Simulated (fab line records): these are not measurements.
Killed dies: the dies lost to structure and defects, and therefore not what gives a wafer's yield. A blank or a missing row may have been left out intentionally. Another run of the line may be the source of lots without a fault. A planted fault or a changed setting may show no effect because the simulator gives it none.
fab line records + flow n5-finfet
record:
- lots: 11
- wafers: 29
- last-day: 17
route steps=1938 shown MIM_BOT@1832 MIM_BOT_LITHO@1864 TV_LITHO@1879 TV_OPEN@1890
lots with no fault: from the same line, run without faults
start-h: start of the lot's first displayed wafer, in hours after the record's first day + wait-h: hours since the lot's step before + " identical to the entry in the row above + L1.1+2: a single row standing in for several wafers + - either no value or no given start + * or withheld: withheld + < > ~ a bound
route shown NAME@n: names a module that has steps shown in the file, with the first one's number in the route + usual: mean and standard deviation over wafers with no fault + same: alike in all rows + chamber/n: place in a boat + sites: the reading at each site + _std_site: standard deviation across them + _edge_site: outer sites' mean less inner sites' + radius-mm: how far each site lies from the wafer's centre + mask NAME#n: copy n + behind: the last tool/chamber to shape the wafer + hold: the reason the lot was held/the length of the hold in hours/how it ended + device: transistor that didn't switch, given as n, p or np + end of line: the tests these same wafers got at the end of their route + a step with no rows: only its recipe + killed: at the first sort, the dies lost to defects and structure; wafer yield is something else + map: shows each die of a wafer: x if killed, . if not, _ if none is there
set.NAME: the setting the step ran with; set.NAME@STEP: the setting that earlier step ran with + model.NAME: the simulator's own value behind a step, which no gauge read
a sample of lots followed through the steps of the route, with each step as a table and each wafer as a row
services: a tool's chamber out of use, with start hour (start-h, from the record's first day; less than 0 if before it), hours out, and reason
== steps ==
step: N5_MIM_BOT_DEGAS_01
recipe:
- ambient: vacuum
- temp-c: 300
- time-s: 60
usual:
- heater-power-w: 458/48
| lot.wafer | tool           | chamber | start-h | wait-h | heater-power-w |
|-----------|----------------|---------|---------|--------|----------------|
| L944.2    | pvd-sputter-03 | -       | 259.37  | 0.5    | 495            |
| L944.3    | "              | -       | "       | "      | 492            |
| L944.6    | "              | -       | "       | "      | 490            |
| L945.1    | pvd-sputter-02 | -       | 270.15  | 0.0    | 431            |
| L945.3    | "              | -       | "       | "      | 395            |
| L943.1    | pvd-sputter-01 | -       | 271.56  | 0.9    | 544            |
| L943.2    | "              | -       | "       | "      | 432            |
| L946.2    | pvd-sputter-02 | -       | 288.72  | 3.4    | 399            |
| L946.3    | "              | -       | "       | "      | 471            |
| L946.6    | "              | -       | "       | "      | 390            |
| L948.1    | pvd-sputter-02 | -       | 292.72  | 1.0    | 398            |
| L948.5    | "              | -       | "       | "      | 438            |
| L948.6    | "              | -       | "       | "      | 470            |
| L952.4    | pvd-sputter-01 | -       | 332.33  | 1.1    | 483            |
| L952.5    | "              | -       | "       | "      | 391            |
| L952.6    | "              | -       | "       | "      | 499            |
| L956.1    | pvd-sputter-01 | -       | 336.53  | 0.9    | 439            |
| L956.3    | "              | -       | "       | "      | 481            |
| L956.6    | "              | -       | "       | "      | 426            |
| L960.1    | pvd-sputter-03 | -       | 361.52  | 1.0    | 474            |
| L960.2    | "              | -       | "       | "      | 517            |
| L960.4    | "              | -       | "       | "      | 487            |
| L964.4    | pvd-sputter-01 | -       | 392.38  | 0.2    | 543            |
| L964.6    | "              | -       | "       | "      | 394            |
| L966.1    | pvd-sputter-03 | -       | 401.51  | 0.1    | 486            |
| L966.3    | "              | -       | "       | "      | 475            |
| L966.4    | "              | -       | "       | "      | 436            |
| L965.3    | pvd-sputter-03 | -       | 401.67  | 0.1    | 485            |
| L965.6    | "              | -       | "       | "      | 473            |
step: N5_MIM_BOT_LITHO_INSPECT_12
recipe:
- mode: adi
- inspect-instrument: macro
usual:
- raw-defect-count: 2.2/1.6
| lot.wafer | tool              | chamber | start-h | wait-h | raw-defect-count |
|-----------|-------------------|---------|---------|--------|------------------|
| L944.2    | defect-inspect-01 | -       | 262.74  | 0.0    | 3                |
| L944.3    | "                 | -       | "       | "      | 3                |
| L944.6    | "                 | -       | "       | "      | 1                |
| L945.1    | defect-inspect-02 | -       | 273.57  | 0.0    | 2                |
| L945.3    | "                 | -       | "       | "      | 2                |
| L943.1    | defect-inspect-01 | -       | 274.05  | 0.0    | 4                |
| L943.2    | "                 | -       | "       | "      | 2                |
| L946.2    | defect-inspect-01 | -       | 291.21  | 0.0    | 1                |
| L946.3    | "                 | -       | "       | "      | 2                |
| L946.6    | "                 | -       | "       | "      | 3                |
| L948.1    | defect-inspect-02 | -       | 295.45  | 0.0    | 2                |
| L948.5    | "                 | -       | "       | "      | 1                |
| L948.6    | "                 | -       | "       | "      | 1                |
| L952.4    | defect-inspect-01 | -       | 335.61  | 0.0    | 3                |
| L952.5    | "                 | -       | "       | "      | 1                |
| L952.6    | "                 | -       | "       | "      | 6                |
| L956.1    | defect-inspect-01 | -       | 341.58  | 0.0    | 6                |
| L956.3    | "                 | -       | "       | "      | 2                |
| L956.6    | "                 | -       | "       | "      | 3                |
| L960.1    | defect-inspect-02 | -       | 365.03  | 0.0    | 1                |
| L960.2    | "                 | -       | "       | "      | 1                |
| L960.4    | "                 | -       | "       | "      | 0                |
| L964.4    | defect-inspect-01 | -       | 394.22  | 0.0    | 0                |
| L964.6    | "                 | -       | "       | "      | 4                |
| L966.1    | defect-inspect-02 | -       | 407.62  | 0.0    | 6                |
| L966.3    | "                 | -       | "       | "      | 3                |
| L966.4    | "                 | -       | "       | "      | 3                |
| L965.3    | defect-inspect-01 | -       | 407.66  | 0.0    | 1                |
| L965.6    | "                 | -       | "       | "      | 5                |
step: N5_PASSIVATION_EXPOSE_07
recipe:
- mask-id: TV
- na: 0.55
- source-shape: conventional
- sigma-outer: 0.8
- polarization: unpolarized
- defocus-nm: 0
- target-cd-nm: 3000
- dose-mj: 22.75
usual:
- exposure-dose-mJ-cm2: 22.747/0.025
| lot.wafer | tool           | chamber | start-h | wait-h | mask | exposure-dose-mJ-cm2 |
|-----------|----------------|---------|---------|--------|------|----------------------|
| L944.2    | krf-scanner-01 | 0       | 265.67  | -      | TV#0 | 22.725               |
| L944.3    | "              | 0       | "       | "      | TV#0 | 22.726               |
| L944.6    | "              | 0       | "       | "      | TV#0 | 22.747               |
| L945.1    | krf-scanner-01 | 0       | 274.93  | -      | TV#0 | 22.768               |
| L945.3    | "              | 0       | "       | "      | TV#0 | 22.757               |
| L943.1    | krf-scanner-02 | 0       | 275.44  | -      | TV#0 | 22.762               |
| L943.2    | "              | 0       | "       | "      | TV#0 | 22.737               |
| L946.2    | krf-scanner-01 | 0       | 292.50  | -      | TV#0 | 22.735               |
| L946.3    | "              | 0       | "       | "      | TV#0 | 22.720               |
| L946.6    | "              | 0       | "       | "      | TV#0 | 22.726               |
| L948.1    | krf-scanner-01 | 0       | 298.93  | -      | TV#0 | 23.230               |
| L948.5    | "              | 0       | "       | "      | TV#0 | 23.281               |
| L948.6    | "              | 0       | "       | "      | TV#0 | 23.257               |
| L952.4    | krf-scanner-01 | 0       | 340.89  | -      | TV#0 | 23.240               |
| L952.5    | "              | 0       | "       | "      | TV#0 | 23.233               |
| L952.6    | "              | 0       | "       | "      | TV#0 | 23.231               |
| L956.1    | krf-scanner-02 | 0       | 344.35  | -      | TV#0 | 22.749               |
| L956.3    | "              | 0       | "       | "      | TV#0 | 22.730               |
| L956.6    | "              | 0       | "       | "      | TV#0 | 22.726               |
| L960.1    | krf-scanner-02 | 0       | 367.34  | -      | TV#0 | 22.760               |
| L960.2    | "              | 0       | "       | "      | TV#0 | 22.745               |
| L960.4    | "              | 0       | "       | "      | TV#0 | 22.706               |
| L964.4    | krf-scanner-02 | 0       | 396.02  | -      | TV#0 | 22.742               |
| L964.6    | "              | 0       | "       | "      | TV#0 | 22.763               |
| L966.1    | krf-scanner-02 | 0       | 410.21  | -      | TV#0 | 22.760               |
| L966.3    | "              | 0       | "       | "      | TV#0 | 22.772               |
| L966.4    | "              | 0       | "       | "      | TV#0 | 22.723               |
| L965.3    | krf-scanner-02 | 0       | 410.26  | -      | TV#0 | 22.710               |
| L965.6    | "              | 0       | "       | "      | TV#0 | 22.700               |
step: N5_PASSIVATION_ETCH_15
recipe:
- chemistry: CF4/N2
- target: SiCN
- target-depth-a: 750
- taper-deg: 2
- time-s: 81.2
- ion-energy-ev: 150
- mask-material: SiNx
- pressure-mtorr: 40
- source-w: 430
- bias-w: 70
- Ar_flow_sccm: 100
- cf4-flow-sccm: 60
- n2-flow-sccm: 60
usual:
- drypump-motor-current-A: 5.9/0.52
- oes-product-au: 0.78/0.083
- rf-fwd-power-W: 427.8/1.4
- rf-vpp-V: 382.3/1.7
- showerhead-plenum-p-Torr: 2.21/0.061
- throttle-valve-pct: 15.49/0.29
| lot.wafer | tool        | chamber | start-h | wait-h | drypump-motor-current-A | oes-product-au | rf-fwd-power-W | rf-hours-counter-h | rf-vpp-V | showerhead-plenum-p-Torr | throttle-valve-pct |
|-----------|-------------|---------|---------|--------|-------------------------|----------------|----------------|--------------------|----------|--------------------------|--------------------|
| L944.2    | rie-diel-04 | 2       | -       | -      | 6.5                     | 0.72           | 424.3          | 166                | 380.6    | 2.13                     | 15.86              |
| L944.3    | "           | 0       | "       | "      | 6.5                     | 1.00           | 428.4          | 1                  | 383.6    | 2.26                     | 15.22              |
| L944.6    | "           | 2       | "       | "      | 6.4                     | 0.72           | 426.4          | -                  | 379.6    | 2.13                     | 15.85              |
| L945.1    | rie-diel-04 | 1       | -       | -      | 5.6                     | 0.74           | 427.3          | 147                | 383.4    | 2.21                     | 15.46              |
| L945.3    | "           | 3       | "       | "      | 5.4                     | 0.94           | 428.1          | 15                 | 384.3    | 2.26                     | 14.96              |
| L943.1    | rie-diel-05 | 1       | -       | -      | 5.8                     | 0.72           | 426.8          | 180                | 380.4    | 2.10                     | 15.70              |
| L943.2    | "           | 2       | "       | "      | 5.2                     | 0.72           | 429.2          | 199                | 382.0    | 2.20                     | 15.38              |
| L946.2    | rie-diel-01 | 2       | -       | -      | 5.3                     | 0.86           | 428.3          | 48                 | 380.7    | 2.15                     | 15.36              |
| L946.3    | "           | 3       | "       | "      | 5.2                     | 0.84           | 431.7          | 82                 | 381.7    | 2.22                     | 15.55              |
| L946.6    | "           | 3       | "       | "      | 5.2                     | 0.83           | 427.5          | -                  | 381.2    | 2.22                     | 15.56              |
| L948.1    | rie-diel-04 | 2       | -       | -      | 6.5                     | 0.71           | 427.8          | 177                | 379.8    | 2.12                     | 15.88              |
| L948.5    | "           | 1       | "       | "      | 5.6                     | 0.74           | 428.8          | -                  | 382.7    | 2.21                     | 15.46              |
| L948.6    | "           | 0       | "       | "      | 6.5                     | 0.93           | 427.3          | -                  | 384.0    | 2.26                     | 15.24              |
| L952.4    | rie-diel-04 | 0       | -       | -      | 6.5                     | 0.91           | 428.9          | 23                 | 384.1    | 2.25                     | 15.27              |
| L952.5    | "           | 1       | "       | "      | 5.6                     | 0.73           | 429.1          | -                  | 381.0    | 2.20                     | 15.51              |
| L952.6    | "           | 0       | "       | "      | 6.5                     | 0.91           | 429.1          | -                  | 384.1    | 2.25                     | 15.26              |
| L956.1    | rie-diel-04 | 0       | -       | -      | 6.5                     | 0.91           | 429.9          | 24                 | 383.9    | 2.25                     | 15.27              |
| L956.3    | "           | 3       | "       | "      | 5.3                     | 0.89           | 427.7          | 36                 | 383.8    | 2.25                     | 15.01              |
| L956.6    | "           | 2       | "       | "      | 6.5                     | 0.70           | 429.5          | -                  | 381.3    | 2.12                     | 15.91              |
| L960.1    | rie-diel-04 | 1       | -       | -      | 5.6                     | 0.72           | 428.7          | 176                | 381.4    | 2.20                     | 15.54              |
| L960.2    | "           | 2       | "       | "      | 6.4                     | 0.69           | 427.8          | 199                | 379.1    | 2.12                     | 15.93              |
| L960.4    | "           | 0       | "       | "      | 6.5                     | 0.88           | 426.7          | 31                 | 382.9    | 2.25                     | 15.28              |
| L964.4    | rie-diel-04 | 0       | -       | -      | 6.5                     | 0.87           | 429.6          | 40                 | 383.8    | 2.25                     | 15.29              |
| L964.6    | "           | 0       | "       | "      | 6.5                     | 0.87           | 429.7          | -                  | 384.9    | 2.25                     | 15.29              |
| L966.1    | rie-diel-04 | 1       | -       | -      | 5.6                     | 0.71           | 426.6          | 190                | 381.7    | 2.20                     | 15.54              |
| L966.3    | "           | 2       | "       | "      | 6.4                     | 0.69           | 428.0          | 213                | 380.0    | 2.11                     | 15.96              |
| L966.4    | "           | 0       | "       | "      | 6.5                     | 0.87           | 427.5          | 45                 | 382.3    | 2.24                     | 15.31              |
| L965.3    | rie-diel-05 | 0       | -       | -      | 5.7                     | 0.73           | 428.7          | 162                | 382.9    | 2.30                     | 15.33              |
| L965.6    | "           | 3       | "       | "      | 6.3                     | 0.76           | 427.6          | -                  | 382.2    | 2.21                     | 15.93              |
== services ==
| tool           | chamber | start-h | hours | kind                          |
|----------------|---------|---------|-------|-------------------------------|
| krf-scanner-02 | -       | 236.76  | 0.8   | pm                            |
| rie-diel-04    | 0       | 239.05  | -     | clean                         |
| rie-diel-04    | 0       | 239.05  | -     | consumable-replace:focus-ring |
| rie-diel-04    | 0       | 239.05  | 24.7  | scheduled-down                |
| rie-diel-04    | 0       | 239.05  | 24.7  | vent-cycle                    |
| krf-scanner-02 | 0       | 250.15  | -     | calibration                   |
| pvd-sputter-01 | -       | 265.60  | 4.9   | repair                        |
| krf-scanner-02 | -       | 278.03  | 1.0   | pm                            |
| krf-scanner-01 | -       | 280.89  | 0.8   | pm                            |
| rie-diel-01    | 1       | 286.80  | 6.7   | repair                        |
| rie-diel-05    | 0       | 300.39  | 21.1  | repair                        |
| rie-diel-05    | 2       | 303.66  | 4.9   | repair                        |
| pvd-sputter-02 | -       | 306.05  | 1.9   | repair                        |
| krf-scanner-01 | -       | 331.12  | 3.6   | pm                            |
| rie-diel-05    | 0       | 334.70  | 17.2  | repair                        |
| pvd-sputter-03 | -       | 352.94  | 1.0   | repair                        |
| krf-scanner-01 | 0       | 362.06  | -     | calibration                   |
| krf-scanner-01 | -       | 364.05  | 1.0   | pm                            |
| krf-scanner-01 | -       | 374.67  | 1.3   | pm                            |
| rie-diel-01    | 3       | 375.65  | 2.5   | repair                        |
| krf-scanner-02 | -       | 379.27  | 1.3   | pm                            |
| rie-diel-05    | 3       | 396.61  | 3.4   | repair                        |
| pvd-sputter-01 | -       | 403.33  | 0.7   | repair                        |
| krf-scanner-02 | 0       | 410.91  | -     | calibration                   |
== key ==
first-sign:
- step: N5_PASSIVATION_EXPOSE_07
- reading: exposure-dose-mJ-cm2
- direction: up
- sigmas: 20
- usual: 22.747
- struck: 23.245
effect none on later readings
met-at N5_PASSIVATION_EXPOSE_07
struck-lots L948,L952
not-acting-at N5_MIM_BOT_DEGAS_01,N5_MIM_BOT_LITHO_INSPECT_12,N5_PASSIVATION_ETCH_15
onset-between 292.50 298.93
fault:
- kind: process-parameter-drift
- tool: krf-scanner-01
- chamber: -
- onset-h: 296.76
- steps: N5_PASSIVATION_EXPOSE_07
- channel: dose-mj
- offset: 0.50793
- shape: step
- acts-in: these-recipes-only
- stated: 22.75
